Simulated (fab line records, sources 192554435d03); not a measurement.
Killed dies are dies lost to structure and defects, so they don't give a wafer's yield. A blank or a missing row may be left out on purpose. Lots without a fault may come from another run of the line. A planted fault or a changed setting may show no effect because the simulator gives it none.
Chamber matching | flow n5_finfet | N5_BEOL_M7_ETCH_72 on rie_diel-06: 4 sister chambers
The step etches underlayer in N2/H2, target depth 6.5 nm, time 5.2 s. 4 wafers are shown with their chamber, then 12 later ones without.

WAFERS WITH THEIR CHAMBER
wafer  | chamber | showerhead_plenum_p_Torr (Torr)
L086.2 | 0       | 2.62
L087.6 | 2       | 2.46
L089.3 | 3       | 2.68
L089.5 | 1       | 2.41

WAFERS WITHOUT THEIR CHAMBER
wafer  | showerhead_plenum_p_Torr (Torr)
L094.1 | 2.67
L094.2 | 2.45
L094.3 | 2.62
L094.4 | 2.62
L094.5 | 2.67
L094.6 | 2.45
L096.3 | 2.45
L096.5 | 2.61
L096.6 | 2.73
L097.1 | 2.67
L097.3 | 2.61
L097.5 | 2.67

WHICH CHAMBER EACH WENT THROUGH
wafer  | from the rows above     | in truth
L094.1 | 3                       | 3
L094.2 | can't be placed: 2 or 1 | 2
L094.3 | 0                       | 0
L094.4 | 0                       | 0
L094.5 | 3                       | 3
L094.6 | can't be placed: 2 or 1 | 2
L096.3 | can't be placed: 2 or 1 | 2
L096.5 | 0                       | 0
L096.6 | 3                       | 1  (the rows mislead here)
L097.1 | 3                       | 3
L097.3 | 0                       | 0
L097.5 | 3                       | 3
Placed correctly: 8 of 12. Can't be placed from these rows: 3 (the true chamber is among the candidates in 3). Placed wrongly: 1.
How it was worked out, from the rows above alone: a wafer's distance from a chamber is the root of the sum, over the readings, of the square of ((its reading less the chamber's mean) divided by the reading's scatter). The wafer belongs to the nearest chamber; if the next one is less than 2 further off, it can't be placed. A chamber's mean is the mean of its shown wafers. The scatter: with one shown wafer a chamber, the root of the mean of the squares of how far each hidden wafer lies from its nearest shown one.
